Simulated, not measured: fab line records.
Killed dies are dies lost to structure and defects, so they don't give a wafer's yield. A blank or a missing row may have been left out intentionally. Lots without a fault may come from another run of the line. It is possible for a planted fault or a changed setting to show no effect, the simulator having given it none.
A single fault, viewed from 3 desks ; flow nand-harc ; numbers are kept per desk, each desk with only its own; the story behind them comes last

## AT THE METROLOGY DESK
What the gauges read, lot by lot, whatever tool the lot ran on: means of the sampled wafers that have a number. If a lot's mean is further than 4 standard deviations from the usual mean, the lot is out of limits and carries the mark OUT (the distance appears in the brackets).
Columns: A = thk-nm at NHARC_A_ONON_D1_THK_MEAS_21, usual 999 nm; B = thk-nm at NHARC_A_ONON_D1_THK_MEAS_34, usual 200.9 nm; C = overlay-x-nm at NHARC_A_CHANNEL_HOLE_D1_OVL_MEAS_11, usual -0.1 nm; D = overlay-y-nm at NHARC_A_CHANNEL_HOLE_D1_OVL_MEAS_11, usual -0.3 nm
lot;first seen here;A;B;C;D
L366;day 8 05:40;982;201.7;0.0;-1.4
L369;day 9 12:32;989;203.1;-1.0;-0.8
L368;day 9 12:33;984;199.6;-1.0;-1.3
L370;day 9 23:15;989;202.4;-0.2;-1.8
L371;day 10 07:11;1007;199.3;0.8;0.9
L373;day 11 06:29;998;201.8;0.4;0.7
L374;day 11 06:29;1000;201.8;0.0;-1.8
L375;day 11 22:59;1015;201.9;-0.3;1.2
L377;day 12 17:22;1005;201.8;-0.2;2.0
L385;day 16 01:38;1003;198.7;0.2;-0.1
L386;day 16 11:19;1003;199.0;-1.5;-0.4
L387;day 17 06:52;997;197.4;0.3;-0.8
L388;day 17 13:47;996;194.8;-0.6;0.6
This desk found nothing out of limits on any of the 13 lots.

## DESK OF THE TOOL OWNER: pecvd-04
The tool's own readings at NHARC_A_ONON_D1_DEP_33 (deposits SiO2, target thk 200 nm): means of the sampled wafers that have a number, for each lot that ran on this tool. If a lot's mean is further than 4 standard deviations from the usual mean, the lot is out of limits and carries the mark OUT (the distance appears in the brackets).
Columns: A = heater-power-w at NHARC_A_ONON_D1_DEP_33, usual 554 W; B = rf-fwd-power-W at NHARC_A_ONON_D1_DEP_33, usual 898.4 W; C = susceptor-temp-C at NHARC_A_ONON_D1_DEP_33, usual 400.02 C; D = throttle-valve-pct at NHARC_A_ONON_D1_DEP_33, usual 16.1 %
lot;first seen here;A;B;C;D
L366;day 8 07:36;440;901.8;400.09;16.4
L369;day 9 14:18;470;896.0;400.20;15.9
L370;day 10 01:03;467;898.0;399.83;15.4
L371;day 10 08:56;555;896.0;400.37;15.8
L375;day 12 00:47;414;896.8;399.95;16.2
L385;day 16 03:26;472;865.2 (-12) OUT;399.88;16.0
L386;day 16 13:07;509;862.0 (-13) OUT;400.02;15.8
This desk finds L385, L386 out of limits, L385 being first, at day 16 03:26 (rf-fwd-power-W at NHARC_A_ONON_D1_DEP_33). L366, L369, L370, L371, L375 stayed within limits.

## THE DEFECT DESK
Per lot, the means of the sampled wafers with a number show what the inspections along the route counted. If a lot's mean is further than 4 standard deviations from the usual mean, the lot is out of limits and carries the mark OUT (the distance appears in the brackets).
Columns: A = raw-defect-count at NHARC_A_ONON_D1_INSPECT_32, usual 69
lot;first seen here;A
L366;day 8 08:05;75
L369;day 9 14:46;51
L368;day 9 14:47;73
L370;day 10 01:29;42
L371;day 10 09:25;66
L373;day 11 08:43;55
L374;day 11 08:43;98
L375;day 12 01:13;66
L377;day 12 19:46;75
L385;day 16 03:54;66
L386;day 16 13:34;71
L387;day 17 09:07;82
L388;day 17 16:02;65
This desk found nothing out of limits on any of the 13 lots.

## TAKEN TOGETHER
On L385, L386, at day 16 03:26, an alarm was possible from the tool owner's desk.
From the metrology desk's view, nothing was out of limits.
The defect desk saw nothing out of limits.
The metrology desk has L385, L386 on record, within its limits.
The defect desk has L385, L386 on record, within its limits.
On pecvd-04, each named lot ran NHARC_A_ONON_D1_DEP_33.

## WHAT THE SIMULATOR HAD PUT IN
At NHARC_A_ONON_D1_DEP_33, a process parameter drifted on pecvd-04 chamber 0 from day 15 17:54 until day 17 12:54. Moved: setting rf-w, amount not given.
Struck lots among those shown: L385, L386.
Time in hours from fault onset to the first out-of-limits reading at each desk: the tool owner's desk, 10.
